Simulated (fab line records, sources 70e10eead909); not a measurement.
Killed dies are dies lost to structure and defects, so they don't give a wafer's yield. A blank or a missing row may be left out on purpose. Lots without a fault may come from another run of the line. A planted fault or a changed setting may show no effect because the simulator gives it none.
fab line records | flow nand_harc
record lots=7 wafers=21 last_day=26
route steps=1159 shown A_SLIT@784 A_SIN_REMOVE@804 A_WL_FILL@809 END@1159
lots that met no fault: from a run of the same line without faults
start_h: hours from the record's first day to the start of the lot's first wafer shown | wait_h: hours since the lot's step before | " the same as in the row above | L1.1+2: a row that stands for several wafers | - no value, or no start given | * or withheld: withheld | < > ~ a bound
route shown NAME@n: a module of which the file shows steps, and the number in the route of the first | usual: mean/standard deviation of fault-free wafers | same: alike in all rows | chamber/n: place in a boat | sites: the reading at each site | _std_site: their standard deviation | _edge_site: outer sites' mean less inner sites' | radius_mm: how far each site lies from the wafer's centre | mask NAME#n: copy n | behind: the tool/chamber that last shaped the wafer | hold: why the lot was held/for how many hours/how that ended | device: the transistor (n, p or np) that didn't switch | end of line: the same wafers' tests at the end of the route | a step without rows: its recipe alone | killed: dies lost to structure and defects at the first sort, not the wafer's yield | map: a wafer's dies, x killed, . not, _ none there
set.NAME: the setting as run; set.NAME@STEP: as run at that earlier step | model.NAME: the simulator's own value behind a step, which no gauge read
lots at some steps of the route; a table a step, a row a wafer
services: from which hour (start_h, from the record's first day; less than 0 if before it) a tool's chamber was out of use, for how many hours, and why
## steps
# step NHARC_A_SLIT_COAT_03
# recipe spin_rpm=1500 resist_thk_nm=90
# step NHARC_A_SLIT_SOFTBAKE_04
# recipe temp_c=105 time_s=55
# step NHARC_A_SLIT_EBR_05
# step NHARC_A_SLIT_EXPOSE_06
# recipe na=1.35 dose_mj=60.82 mask_id=SLIT
# step NHARC_A_SLIT_PEB_07
# recipe peb_temp_c=100 peb_time_s=65
# step NHARC_A_SLIT_DEVELOP_08
# recipe develop_time_s=35 dev_temp_c=23
# step NHARC_A_SLIT_CD_MEAS_09
# recipe target_cd_nm=300 landing_energy_ev=500
# usual cd_nm=300.0/0.75
# columns lot.wafer tool chamber start_h wait_h cd_nm
L477.1 cd_sem-03 0 351.41 - 300.1
L477.3 " 0 " " 301.0
L477.4 " 0 " " 300.0
L478.3 cd_sem-02 0 365.87 - 300.5
L478.4 " 0 " " 300.1
L478.5 " 0 " " 300.3
L490.1 cd_sem-03 0 423.89 - 300.0
L490.5 " 0 " " 299.2
L490.6 " 0 " " 299.4
L486.1 cd_sem-03 0 437.66 - 300.9
L486.4 " 0 " " 299.4
L486.6 " 0 " " 299.9
L489.3 cd_sem-03 0 446.70 - 300.9
L489.4 " 0 " " 299.4
L489.6 " 0 " " 299.5
L485.3 cd_sem-03 0 450.84 - 300.1
L485.4 " 0 " " 299.9
L485.5 " 0 " " 299.7
L496.1 cd_sem-03 0 469.37 - 298.4
L496.4 " 0 " " 298.7
L496.6 " 0 " " 298.6
# step NHARC_A_SLIT_OVL_MEAS_10
# usual overlay_x_nm=0.0/0.83 overlay_y_nm=0.1/0.81
# columns lot.wafer tool chamber start_h wait_h overlay_x_nm overlay_y_nm
L477.1 overlay-02 - 351.50 - 0.0 -0.5
L477.3 " - " " -0.1 -0.4
L477.4 " - " " 0.3 -0.5
L478.3 overlay-02 - 365.95 - 0.5 1.6
L478.4 " - " " 0.1 1.3
L478.5 " - " " 0.5 1.4
L490.1 overlay-01 - 423.98 - -0.1 0.4
L490.5 " - " " 0.0 0.2
L490.6 " - " " 0.4 0.7
L486.1 overlay-01 - 437.75 - -0.5 0.4
L486.4 " - " " -0.4 0.4
L486.6 " - " " -0.3 0.1
L489.3 overlay-01 - 446.79 - 0.5 -0.3
L489.4 " - " " 0.5 0.0
L489.6 " - " " 0.8 0.2
L485.3 overlay-02 - 450.93 - -1.6 1.1
L485.4 " - " " -1.2 1.2
L485.5 " - " " -1.6 1.0
L496.1 overlay-01 - 469.45 - -0.4 0.3
L496.4 " - " " 0.1 -0.1
L496.6 " - " " 0.1 0.2
# step NHARC_A_SLIT_INSPECT_11
# usual raw_defect_count=21/10
# columns lot.wafer tool chamber start_h wait_h raw_defect_count
L477.1 defect_inspect-02 - 351.54 0.0 19
L477.3 " - " " 23
L477.4 " - " " 18
L478.3 defect_inspect-01 - 365.99 0.0 19
L478.4 " - " " 16
L478.5 " - " " 24
L490.1 defect_inspect-01 - 424.02 0.0 32
L490.5 " - " " 35
L490.6 " - " " 27
L486.1 defect_inspect-01 - 437.79 0.0 32
L486.4 " - " " 25
L486.6 " - " " 33
L489.3 defect_inspect-01 - 446.82 0.0 30
L489.4 " - " " 39
L489.6 " - " " 30
L485.3 defect_inspect-01 - 450.97 0.0 10
L485.4 " - " " 9
L485.5 " - " " 16
L496.1 defect_inspect-02 - 469.49 0.0 19
L496.4 " - " " 20
L496.6 " - " " 16
# step NHARC_A_SLIT_DESCUM_14
# recipe time_s=3 o2_flow_sccm=200 ar_flow_sccm=0 bias_power_w=0 chemistry=O2
# usual drypump_motor_current_A=5.6/0.38 oes_product_au=0.997/0.011 rf_vpp_V=57.7/0.89 showerhead_plenum_p_Torr=1.89/0.077 throttle_valve_pct=11.312/0.009
# same bias_power_w=0
# columns lot.wafer tool chamber start_h wait_h drypump_motor_current_A oes_product_au rf_hours_counter_h rf_vpp_V showerhead_plenum_p_Torr throttle_valve_pct
L477.3 rie_diel-10 1 351.60 0.1 5.3 0.996 12 58.3 1.87 11.313
L477.1 " 2 " " 6.2 0.990 13 58.8 1.94 11.314
L477.4 " 3 " " 5.1 0.983 - 58.2 1.91 11.298
L478.3 rie_diel-03 1 366.06 0.1 6.0 1.004 10 56.8 1.80 11.294
L478.5 " 0 " " 5.8 1.019 - 58.3 2.02 11.300
L478.4 " 3 " " 5.6 0.997 - 57.5 1.86 11.311
L490.1 rie_diel-05 3 424.11 0.1 6.0 0.993 5 57.9 1.98 11.307
L490.5 " 0 " " 5.6 1.007 - 58.6 1.78 11.306
L490.6 " 1 " " 4.9 1.014 - 59.5 1.97 11.312
L486.1 rie_diel-03 0 437.86 0.1 5.8 1.009 4 58.8 2.01 11.315
L486.4 " 1 " " 6.0 0.998 2 57.1 1.79 11.330
L486.6 " 2 " " 5.3 1.006 - 58.8 1.89 11.315
L489.3 rie_diel-05 0 446.89 0.1 5.7 0.996 6 56.4 1.78 11.304
L489.4 " 3 " " 6.0 0.980 7 57.8 1.98 11.310
L489.6 " 1 " " 4.9 1.012 - 58.6 1.97 11.301
L485.3 rie_diel-03 1 451.04 0.1 6.0 0.990 3 57.6 1.79 11.315
L485.4 " 1 " " 6.0 1.005 - 56.7 1.79 11.315
L485.5 " 3 " " 5.6 1.012 - 56.5 1.86 11.310
L496.1 rie_diel-05 2 469.55 0.1 5.7 0.991 10 58.3 1.78 11.317
L496.4 " 0 " " 5.6 0.992 10 58.5 1.78 11.307
L496.6 " 2 " " 5.7 0.983 - 56.7 1.78 11.310
# step NHARC_A_SLIT_ETCH_24
# recipe target_depth_a=1210 time_s=60.5 cf4_flow_sccm=100 chf3_flow_sccm=30 ar_flow_sccm=0 rf_w=500 bias_w=200 chemistry=CF4/CHF3
# usual bias_w=200.0/0.59 drypump_motor_current_A=5.6/0.38 oes_product_au=0.959/0.015 rf_vpp_V=369.9/2.2 showerhead_plenum_p_Torr=1.55/0.06 throttle_valve_pct=16.802/0.0078
# columns lot.wafer tool chamber start_h wait_h bias_w drypump_motor_current_A oes_product_au rf_hours_counter_h rf_vpp_V showerhead_plenum_p_Torr throttle_valve_pct
L477.3 rie_diel-10 2 351.70 0.1 199.7 6.1 0.954 13 371.2 1.59 16.791
L477.1 " 3 " " 200.7 5.1 0.955 11 370.8 1.57 16.796
L477.4 " 2 " " 199.4 6.1 0.947 - 371.8 1.59 16.804
L478.3 rie_diel-03 0 366.16 0.1 200.4 5.8 0.980 10 373.8 1.65 16.802
L478.4 " 3 " " 199.7 5.6 0.965 - 369.6 1.53 16.817
L478.5 " 0 " " 199.8 5.8 0.974 - 373.2 1.65 16.805
L490.1 rie_diel-05 2 424.82 0.7 200.1 5.7 0.944 6 366.7 1.47 16.798
L490.6 " 2 " " 199.0 5.8 0.946 - 366.8 1.47 16.814
L490.5 " 3 " " 199.7 6.0 0.927 - 371.3 1.62 16.801
L486.1 rie_diel-03 3 437.93 0.1 200.1 5.5 0.968 3 368.8 1.53 16.805
L486.4 " 1 " " 199.8 6.0 0.960 2 368.7 1.48 16.807
L486.6 " 3 " " 200.6 5.6 0.972 - 369.2 1.53 16.817
L489.4 rie_diel-05 3 446.97 0.1 199.2 6.0 0.971 7 372.1 1.62 16.813
L489.3 " 2 " " 200.6 5.7 0.975 7 365.9 1.47 16.809
L489.6 " 0 " " 201.0 5.7 0.963 - 368.1 1.47 16.797
L485.3 rie_diel-03 3 451.13 0.1 200.0 5.5 0.944 4 368.2 1.53 16.806
L485.5 " 0 " " 200.3 5.7 0.951 - 372.7 1.65 16.791
L485.4 " 1 " " 200.4 6.0 0.945 - 369.6 1.48 16.798
L496.1 rie_diel-05 1 469.65 0.1 199.4 4.9 0.982 10 372.0 1.61 16.801
L496.4 " 2 " " 201.2 5.8 0.951 10 368.4 1.47 16.801
L496.6 " 3 " " 199.9 6.0 0.957 - 371.5 1.62 16.804
# step NHARC_A_SLIT_ETCH_15
# recipe target_depth_a=32000 over_etch_frac=0.3 time_s=832 ion_energy_ev=150 o2_flow_sccm=400 cos_flow_sccm=20 ar_flow_sccm=0 rf_w=500 bias_w=300 chemistry=O2/COS
# usual bias_w=300.1/0.87 drypump_motor_current_A=5.6/0.38 oes_product_au=0.995/0.011 rf_vpp_V=313.6/1.9 showerhead_plenum_p_Torr=3.08/0.12 throttle_valve_pct=28.330/0.0089
# columns lot.wafer tool chamber start_h wait_h bias_w drypump_motor_current_A oes_product_au rf_hours_counter_h rf_vpp_V showerhead_plenum_p_Torr throttle_valve_pct
L477.3 rie_diel-10 3 - - 300.2 5.1 0.988 11 315.3 3.11 28.325
L477.1 " 1 " " 299.8 5.3 0.990 12 314.5 3.05 28.334
L477.4 " 3 " " 300.5 5.1 0.994 - 312.9 3.11 28.333
L478.3 rie_diel-03 1 - - 301.5 6.0 0.992 10 313.1 2.94 28.331
L478.5 " 0 " " 300.3 5.8 1.009 - 317.8 3.28 28.338
L478.4 " 1 " " 301.1 6.0 0.989 - 313.0 2.94 28.334
L490.1 rie_diel-05 1 - - 299.3 4.9 1.019 5 315.0 3.20 28.330
L490.6 " 0 " " 301.2 5.6 1.012 - 312.0 2.92 28.337
L490.5 " 1 " " 299.6 4.9 1.017 - 316.5 3.20 28.329
L486.1 rie_diel-03 1 - - 300.4 6.0 0.995 2 311.5 2.94 28.315
L486.4 " 0 " " 301.5 5.8 1.011 4 316.2 3.28 28.335
L486.6 " 2 " " 300.1 5.3 1.001 - 313.5 3.09 28.329
L489.4 rie_diel-05 1 - - 300.1 4.9 1.004 6 314.0 3.20 28.332
L489.3 " 2 " " 299.5 5.7 0.992 7 312.0 2.92 28.331
L489.6 " 3 " " 299.0 6.0 0.976 - 314.1 3.22 28.336
L485.3 rie_diel-03 0 - - 300.5 5.8 0.998 5 316.8 3.28 28.333
L485.4 " 0 " " 300.3 5.8 0.988 - 316.3 3.28 28.336
L485.5 " 1 " " 299.3 6.0 0.980 - 311.3 2.94 28.327
L496.4 rie_diel-05 2 - - 300.9 5.7 0.990 10 311.2 2.91 28.337
L496.1 " 1 " " 299.1 4.8 0.996 10 316.6 3.20 28.349
L496.6 " 3 " " 300.5 6.0 0.996 - 315.4 3.22 28.328
# step NHARC_A_SLIT_ETCH_17
# recipe bias_v=900 source_w=withheld pressure_mtorr=20 ar_flow_sccm=375 c4f8_flow_sccm=83.3 o2_flow_sccm=41.7 time_s=1687.5 target_depth_a=1.01e+05 chemistry=C4F8/O2/Ar
# usual drypump_motor_current_A=5.5/0.36 showerhead_plenum_p_Torr=3.73/0.069 throttle_valve_pct=32.046/0.0087
# columns lot.wafer tool chamber start_h wait_h drypump_motor_current_A rf_hours_counter_h showerhead_plenum_p_Torr throttle_valve_pct
L477.1 har_etch-01 1 352.76 - 5.0 20 3.69 32.047
L477.4 " 0 " " 5.7 - 3.79 32.040
L477.3 " 1 " " 5.0 - 3.69 32.043
L478.4 har_etch-02 1 368.00 - 5.9 - 3.65 32.051
L478.3 " 0 " " 5.5 - 3.83 32.049
L478.5 " 0 " " 5.4 - 3.83 32.052
L490.1 har_etch-02 0 425.96 - 5.4 209 3.82 32.043
L490.6 " 0 " " 5.5 - 3.82 32.046
L490.5 " 1 " " 5.9 - 3.64 32.047
L486.1 har_etch-01 1 438.87 - 5.0 54 3.67 32.053
L486.4 " 1 " " 5.0 - 3.67 32.022
L486.6 " 1 " " 5.0 - 3.67 32.045
L489.4 har_etch-01 0 448.15 - 5.7 - 3.77 32.056
L489.3 " 1 " " 5.0 - 3.67 32.023
L489.6 " 0 " " 5.7 - 3.77 32.058
L485.3 har_etch-01 0 452.44 - 5.7 - 3.76 32.042
L485.4 " 1 " " 5.0 - 3.67 32.039
L485.5 " 1 " " 5.0 - 3.67 32.050
L496.1 har_etch-02 1 472.11 - 5.9 235 3.63 32.048
L496.4 " 1 " " 5.9 - 3.63 32.059
L496.6 " 0 " " 5.5 - 3.81 32.046
# step NHARC_A_SLIT_ETCH_26
# recipe bias_v=400 source_w=2000 pressure_mtorr=25 time_s=90 ar_flow_sccm=375 c4f8_flow_sccm=41.7 o2_flow_sccm=83.3 target_depth_a=4000 chemistry=C4F8/O2/Ar
# usual drypump_motor_current_A=5.5/0.36 showerhead_plenum_p_Torr=3.76/0.071 throttle_valve_pct=27.620/0.0099
# columns lot.wafer tool chamber start_h wait_h drypump_motor_current_A rf_hours_counter_h showerhead_plenum_p_Torr throttle_valve_pct
L477.1 har_etch-01 1 354.04 1.0 5.0 21 3.72 27.606
L477.4 " 0 " " 5.7 - 3.82 27.618
L477.3 " 1 " " 5.0 - 3.72 27.631
L478.4 har_etch-02 1 369.07 0.8 5.9 - 3.68 27.632
L478.3 " 0 " " 5.5 - 3.87 27.615
L478.5 " 0 " " 5.5 - 3.87 27.611
L490.1 har_etch-02 0 427.43 1.2 5.5 210 3.86 27.613
L490.6 " 0 " " 5.5 - 3.86 27.609
L490.5 " 1 " " 5.9 - 3.67 27.616
L486.1 har_etch-01 1 440.15 1.0 5.0 55 3.70 27.624
L486.4 " 1 " " 5.0 - 3.70 27.622
L486.6 " 1 " " 5.0 - 3.70 27.629
L489.4 har_etch-01 0 449.21 0.8 5.7 - 3.80 27.625
L489.3 " 1 " " 5.0 - 3.70 27.599
L489.6 " 0 " " 5.7 - 3.80 27.623
L485.3 har_etch-01 0 453.50 0.8 5.7 - 3.80 27.629
L485.4 " 1 " " 5.0 - 3.70 27.608
L485.5 " 1 " " 5.0 - 3.70 27.623
L496.1 har_etch-02 1 473.61 1.2 5.9 236 3.66 27.616
L496.4 " 1 " " 5.9 - 3.66 27.616
L496.6 " 0 " " 5.4 - 3.84 27.625
# step NHARC_A_SLIT_STRIP_28
# recipe o2_flow_sccm=400 cos_flow_sccm=20 ar_flow_sccm=0 bias_w=0 chemistry=O2/COS
# step NHARC_A_SLIT_ETCH_29
# recipe target_depth_a=1000 overetch_a=100 time_s=55 ion_energy_ev=100 cf4_flow_sccm=80 o2_flow_sccm=20 ar_flow_sccm=0 rf_w=300 bias_w=100 chemistry=CF4/O2
# step NHARC_A_SLIT_STRIP_18
# recipe o2_flow_sccm=500 ar_flow_sccm=0 bias_w=0 chemistry=O2
# usual drypump_motor_current_A=5.6/0.37 oes_product_au=0.997/0.012 rf_vpp_V=57.7/0.86 showerhead_plenum_p_Torr=3.49/0.12 throttle_valve_pct=17.036/0.0097
# same bias_w=0
# columns lot.wafer tool chamber start_h wait_h drypump_motor_current_A oes_product_au rf_hours_counter_h rf_vpp_V showerhead_plenum_p_Torr throttle_valve_pct
L477.4 rie_diel-03 0 - - 5.8 1.026 8 57.7 3.70 17.031
L477.1 " 1 " " 6.0 0.995 8 55.8 3.33 17.029
L477.3 " 2 " " 5.3 0.992 8 56.7 3.49 17.052
L478.4 rie_diel-10 3 - - 5.1 1.001 0 59.5 3.52 17.028
L478.3 " 0 " " 5.9 0.978 0 57.5 3.45 17.039
L478.5 " 2 " " 6.1 1.007 - 56.9 3.57 17.046
L490.1 rie_diel-10 3 - - 5.1 1.001 2 58.6 3.51 17.039
L490.5 " 0 " " 5.9 0.983 - 57.5 3.45 17.033
L490.6 " 1 " " 5.3 0.979 - 58.0 3.45 17.043
L486.4 rie_diel-03 1 - - 6.0 0.997 2 58.3 3.32 17.035
L486.1 " 3 " " 5.6 1.012 3 57.5 3.44 17.027
L486.6 " 2 " " 5.3 0.992 - 58.5 3.49 17.037
L489.4 rie_diel-05 3 - - 6.0 0.990 8 58.4 3.63 17.030
L489.3 " 1 " " 4.9 1.012 7 55.9 3.62 17.019
L489.6 " 3 " " 6.0 0.986 - 59.1 3.63 17.031
L485.3 rie_diel-03 3 - - 5.6 0.992 4 58.7 3.44 17.038
L485.5 " 1 " " 6.0 0.992 - 57.5 3.32 17.053
L485.4 " 3 " " 5.5 0.987 - 56.7 3.44 17.034
L496.4 rie_diel-03 1 - - 6.0 1.003 4 56.4 3.32 17.050
L496.1 " 2 " " 5.3 1.011 6 56.6 3.49 17.024
L496.6 " 1 " " 6.0 1.001 - 57.7 3.32 17.037
# step NHARC_A_SLIT_PRECLEAN_19
# recipe time_s=* temp_c=50 bath_age_min=0 chemistry=SC1
# step NHARC_A_SLIT_SRD_20
# step NHARC_A_SLIT_CD_MEAS_21
# usual cd_nm=289.9/0.97
# columns lot.wafer tool chamber start_h wait_h cd_nm
L477.1 cd_sem-01 - 355.16 - 290.2
L477.3 " - " " 290.0
L477.4 " - " " 288.7
L478.3 cd_sem-03 - 370.16 - 291.6
L478.4 " - " " 290.6
L478.5 " - " " 291.3
L490.1 cd_sem-02 - 428.59 - 290.2
L490.5 " - " " 289.7
L490.6 " - " " 290.4
L486.1 cd_sem-02 - 441.27 - 290.1
L486.4 " - " " 290.7
L486.6 " - " " 289.0
L489.3 cd_sem-01 - 450.32 - 290.0
L489.4 " - " " 289.3
L489.6 " - " " 289.7
L485.3 cd_sem-02 - 454.67 - 290.8
L485.4 " - " " 290.3
L485.5 " - " " 291.2
L496.1 cd_sem-03 - 475.25 - 288.8
L496.4 " - " " 289.5
L496.6 " - " " 289.2
# step NHARC_A_SIN_REMOVE_WET_00
# recipe temp_c=160 time_s=15300 chemistry=H3PO4
# step NHARC_A_SIN_REMOVE_PRECLEAN_01
# recipe time_s=* temp_c=50 bath_age_min=0 chemistry=SC1
# step NHARC_A_SIN_REMOVE_SRD_02
# step NHARC_A_SIN_REMOVE_INSPECT_04
# usual raw_defect_count=283/75
# columns lot.wafer tool chamber start_h wait_h raw_defect_count
L477.1 defect_inspect-01 - 362.82 0.0 256
L477.3 " - " " 286
L477.4 " - " " 318
L478.3 defect_inspect-01 - 377.84 0.0 264
L478.4 " - " " 538
L478.5 " - " " 306
L490.1 defect_inspect-02 - 434.65 0.0 251
L490.5 " - " " 238
L490.6 " - " " 286
L486.1 defect_inspect-02 - 448.63 0.0 591
L486.4 " - " " 608
L486.6 " - " " 707
L489.3 defect_inspect-02 - 458.01 0.0 747
L489.4 " - " " 686
L489.6 " - " " 688
L485.3 defect_inspect-02 - 462.40 0.0 640
L485.4 " - " " 695
L485.5 " - " " 765
L496.1 defect_inspect-01 - 482.16 0.0 287
L496.4 " - " " 238
L496.6 " - " " 227
# step NHARC_A_WL_FILL_ALD_00
# recipe target_thk_a=30 pulse_time_s=3 ald_cycles=30 temp_c=300 material=Al2O3
# step NHARC_END_SORT_01
# recipe temp_c=25
# usual killed_at_array=27/12 killed_at_other=0.5/0.9 killed_at_periphery=3.7/2.7 killed_dies=31/12 killed_open=3.3/2 killed_short=2.0/1.4
# same gross_dies=677
# columns lot.wafer tool chamber start_h wait_h killed_at_array killed_at_other killed_at_periphery killed_dies killed_open killed_short
L477.1 prober-01 0 495.72 2.5 29 3 2 34 6 2
L477.3 prober-01 0 497.35 3.1 29 5 3 37 2 5
L477.4 prober-01 0 498.16 3.4 20 0 2 22 4 2
L490.1 prober-02 0 570.72 2.5 51 0 1 52 0 1
L490.5 prober-02 0 573.93 3.7 48 2 1 51 1 0
L490.6 prober-02 0 574.73 4.0 43 1 2 46 3 6
L486.1 prober-01 0 570.87 2.5 86 0 0 86 4 1
L486.4 prober-01 0 573.23 3.4 91 2 5 98 3 3
L486.6 prober-01 0 574.80 3.9 84 0 2 86 4 1
L489.3 prober-02 0 595.74 3.1 105 0 2 107 2 2
L489.4 prober-02 0 596.56 3.4 109 0 6 115 2 1
L489.6 prober-02 0 598.18 4.1 101 0 2 103 1 4
L485.3 prober-01 0 603.53 3.1 86 0 2 88 0 3
L485.4 prober-01 0 604.33 3.4 91 2 1 94 0 4
L485.5 prober-01 0 605.13 3.7 96 0 2 98 2 3
L496.1 prober-02 0 609.83 2.5 34 0 3 37 5 0
L496.4 prober-02 0 612.26 3.4 36 0 5 41 6 2
L496.6 prober-02 0 613.87 4.0 39 0 4 43 3 4
# killed by level:class
L477.1 A_CHANNEL_HOLE_D1:chamber_film_flake=12 A_CONTACT:chamber_film_flake=7 THIN_TSV:chamber_film_flake=3 A_CONTACT:geometric_particle:open=2 A_WL_FILL:chamber_film_flake=2 P_STI:geometric_particle:open=1 A_ONON_D1:geometric_particle:open=1 A_CHANNEL_FILL_D1:geometric_particle:short=1
L477.3 A_CHANNEL_HOLE_D1:chamber_film_flake=16 THIN_TSV:chamber_film_flake=4 A_ONON_D1:geometric_particle:short=3 P_M0:chamber_film_flake=2 A_STAIRCASE:chamber_film_flake=2 A_WL_FILL:chamber_film_flake=2 A_CONTACT:chamber_film_flake=2 A_BONDPAD:chamber_film_flake=2
L477.4 A_CHANNEL_HOLE_D1:chamber_film_flake=12 A_CONTACT:chamber_film_flake=2 P_M0:geometric_particle:open=1 A_ONON_D1:geometric_particle:short=1 A_WL_FILL:geometric_particle:short=1 A_CONTACT:geometric_particle:open=1 A_BLC:geometric_particle:open=1 A_BONDPAD:geometric_particle:open=1
L490.1 A_CHANNEL_HOLE_D1:chamber_film_flake=24 A_SLIT:chamber_film_flake=19 A_CONTACT:chamber_film_flake=5 A_STAIRCASE:chamber_film_flake=2 A_M0:geometric_particle:short=1 P_STI:chamber_film_flake=1
L486.1 A_SLIT:unspecified=68 A_CHANNEL_HOLE_D1:chamber_film_flake=4 A_M0:chamber_film_flake=3 A_CONTACT:chamber_film_flake=2 A_SOURCE_PLATE:geometric_particle:open=1 A_SGD_CUT:geometric_particle:open=1 A_SGD_CUT:geometric_particle:short=1 A_CONTACT:geometric_particle:open=1
L486.4 A_SLIT:unspecified=79 P_M1:chamber_film_flake=3 A_CHANNEL_HOLE_D1:chamber_film_flake=3 A_M0:chamber_film_flake=3 A_WL_FILL:geometric_particle:short=2 P_CONTACT:geometric_particle:open=1 P_M0:geometric_particle:open=1 A_BONDPAD:geometric_particle:short=1
L490.5 A_CHANNEL_HOLE_D1:chamber_film_flake=22 A_SLIT:chamber_film_flake=14 A_CONTACT:chamber_film_flake=8 THIN_TSV:chamber_film_flake=2 A_CONTACT:geometric_particle:open=1 P_ZERO_WELL:chamber_film_flake=1 A_ZERO_WELL:chamber_film_flake=1 A_STAIRCASE:chamber_film_flake=1
L490.6 A_CHANNEL_HOLE_D1:chamber_film_flake=14 A_SLIT:chamber_film_flake=12 A_CONTACT:chamber_film_flake=8 A_CHANNEL_FILL_D1:geometric_particle:short=3 P_M0:geometric_particle:open=1 A_CHANNEL_HOLE_D1:geometric_particle:short=1 A_WL_FILL:geometric_particle:short=1 A_CONTACT:geometric_particle:short=1
L486.6 A_SLIT:unspecified=70 A_CHANNEL_HOLE_D1:chamber_film_flake=6 A_CONTACT:geometric_particle:open=2 A_STAIRCASE:chamber_film_flake=2 P_GATE:geometric_particle:open=1 A_WL_FILL:geometric_particle:short=1 A_BLC:geometric_particle:open=1 P_M1:chamber_film_flake=1
L489.3 A_SLIT:unspecified=75 A_CHANNEL_HOLE_D1:chamber_film_flake=20 A_WL_FILL:chamber_film_flake=3 A_CONTACT:chamber_film_flake=3 P_M0:geometric_particle:open=1 A_SGD_CUT:geometric_particle:short=1 A_WL_FILL:geometric_particle:short=1 A_M0:geometric_particle:open=1
L489.4 A_SLIT:unspecified=77 A_CHANNEL_HOLE_D1:chamber_film_flake=20 P_M1:chamber_film_flake=5 A_CONTACT:chamber_film_flake=4 A_STAIRCASE:chamber_film_flake=3 A_WL_FILL:chamber_film_flake=3 P_GATE:geometric_particle:open=1 A_CHANNEL_HOLE_D1:geometric_particle:short=1
L489.6 A_SLIT:unspecified=75 A_CHANNEL_HOLE_D1:chamber_film_flake=18 A_ONON_D1:geometric_particle:short=2 A_CONTACT:geometric_particle:short=2 P_M1:chamber_film_flake=2 A_WL_FILL:chamber_film_flake=2 A_WL_FILL:geometric_particle:open=1 A_CONTACT:chamber_film_flake=1
L485.3 A_SLIT:unspecified=70 A_CONTACT:chamber_film_flake=6 A_STAIRCASE:chamber_film_flake=5 A_CHANNEL_HOLE_D1:chamber_film_flake=4 P_M0:geometric_particle:short=2 A_SOURCE_PLATE:geometric_particle:short=1
L485.4 A_SLIT:unspecified=75 A_CONTACT:chamber_film_flake=7 A_CHANNEL_HOLE_D1:chamber_film_flake=3 STARTING-WAFER:geometric_particle:short=2 A_STAIRCASE:chamber_film_flake=2 A_WL_FILL:geometric_particle:short=1 A_CONTACT:geometric_particle:short=1 P_GATE:chamber_film_flake=1
L485.5 A_SLIT:unspecified=79 A_CONTACT:chamber_film_flake=6 A_CHANNEL_HOLE_D1:chamber_film_flake=4 A_STAIRCASE:chamber_film_flake=3 P_M0:geometric_particle:short=1 P_M2:geometric_particle:open=1 A_ONON_D1:geometric_particle:short=1 A_CHANNEL_FILL_D1:geometric_particle:short=1
L496.1 A_SLIT:chamber_film_flake=16 A_CHANNEL_HOLE_D1:chamber_film_flake=11 A_STAIRCASE:chamber_film_flake=3 P_CONTACT:geometric_particle:open=1 A_WL_FILL:geometric_particle:open=1 A_CONTACT:geometric_particle:open=1 A_BLC:geometric_particle:open=1 A_M0:geometric_particle:open=1
L496.4 A_SLIT:chamber_film_flake=12 A_CHANNEL_HOLE_D1:chamber_film_flake=11 A_STAIRCASE:chamber_film_flake=4 P_STI:chamber_film_flake=3 A_SGD_CUT:geometric_particle:open=2 A_SGD_CUT:geometric_particle:short=2 A_CONTACT:chamber_film_flake=2 P_M2:geometric_particle:open=1
L496.6 A_SLIT:chamber_film_flake=22 A_CHANNEL_HOLE_D1:chamber_film_flake=9 P_M0:geometric_particle:open=2 A_BLC:geometric_particle:short=2 A_CONTACT:chamber_film_flake=2 A_SOURCE_PLATE:geometric_particle:short=1 A_ONON_D1:geometric_particle:short=1 P_M1:chamber_film_flake=1
# map L485.5 (x killed, . not)
____________.____________
_________......._________
_______..........._______
______.............______
_____.....x........._____
____.................____
____.................____
___...................___
___...................___
__.....xx..............__
__.....................__
_......................._
_.......xx.............._
_.........x............._
_............x.........._
_......................._
..........x..............
.............x...........
......x.......x..........
.......xxx.x.............
......xxxxxxxx...........
_.....xxxxx............x_
_.....xxxxxxx..........._
_...xxxxxxxxxxx........._
_...xxxxxxxx..........x._
_.....xxxxxxx..........._
__....xxxxxxx..........__
__.x.xxxxxxx.x......xx.__
___..x.xxxxx..........___
___....xxxx.x.........___
____..xx............x____
____....x...x........____
_____..............x_____
______.............______
_______..........._______
_________......._________
____________.____________
# map L486.4 (x killed, . not)
____________.____________
_________......._________
_______..........._______
______.............______
_____..............._____
____..x.....x........____
____.................____
___...................___
___...................___
__.x...................__
__.....................__
_......................._
_......................._
_......................._
_......................._
_................x......_
.........................
x.x...xxx.x..............
........xx...............
......xxxxx...x..........
......xxxxx.x............
_....xxxxxxx...x.x......_
_....xxxxxxxx..........._
_....xxxxxxxx..x........_
_....xxxxxxxx.x........._
_...xxxxxxxx...x........_
__....xxxxxx...........__
__....xxxxxxx..........__
___...xxxxx..x......x.___
___..xx.xxx........x..___
____....xxx..x.......____
____.................____
_____..............._____
______.............______
_______..........._______
_________......._________
____________.____________
## services
# columns tool chamber start_h hours kind
rie_diel-05 - 340.75 9.0 pm
rie_diel-10 0 344.92 7.0 repair
rie_diel-03 0 346.80 - clean
rie_diel-03 1 346.80 - clean
rie_diel-03 2 346.80 - clean
rie_diel-03 3 346.80 - clean
rie_diel-10 - 353.50 9.0 pm
rie_diel-03 2 362.18 8.9 repair
rie_diel-03 0 371.52 - clean
rie_diel-03 1 371.52 - clean
rie_diel-03 2 371.52 - clean
rie_diel-03 3 371.52 - clean
rie_diel-10 2 371.86 19.0 repair
rie_diel-03 - 392.30 9.0 pm
rie_diel-03 0 392.30 9.0 vent_cycle
rie_diel-03 1 392.30 9.0 vent_cycle
rie_diel-10 2 397.82 11.9 repair
rie_diel-03 1 403.99 14.0 repair
rie_diel-03 3 413.82 8.8 repair
rie_diel-03 1 425.54 5.0 repair
rie_diel-03 2 450.54 5.5 repair
rie_diel-03 1 454.44 1.6 repair
rie_diel-10 0 456.52 8.1 repair
rie_diel-10 - 473.57 0.6 repair
## key
first_sign step=NHARC_A_SIN_REMOVE_INSPECT_04 reading=raw_defect_count direction=up sigmas=5.3 usual=283 struck=681
effect step=NHARC_END_SORT_01 reading=killed_at_array direction=up sigmas=5.8 usual=27 struck=94
more_kills_born_at NHARC_A_SLIT_ETCH_17@har_etch-01=616
met_at NHARC_A_SLIT_ETCH_17
struck_wafers L485.3,L485.4,L485.5,L486.1,L486.4,L486.6,L489.3,L489.4,L489.6
tester_left_out L485,L486,L489
onset_between 352.76 438.87
also_fits NHARC_A_SLIT_ETCH_26:har_etch-01
fault kind=chamber_particle_source tool=har_etch-01 chamber=- onset_h=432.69 steps=NHARC_A_SLIT_ETCH_17 rate_per_visit_cm2=0.58992 end_h=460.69
# tester_left_out: of these lots the tester's yield and bins aren't shown, on N5 and GAA mostly nor the transistor test; their killed dies are dies lost to structure and defects alone, not to doping, threshold or leakage, so they don't give the yield
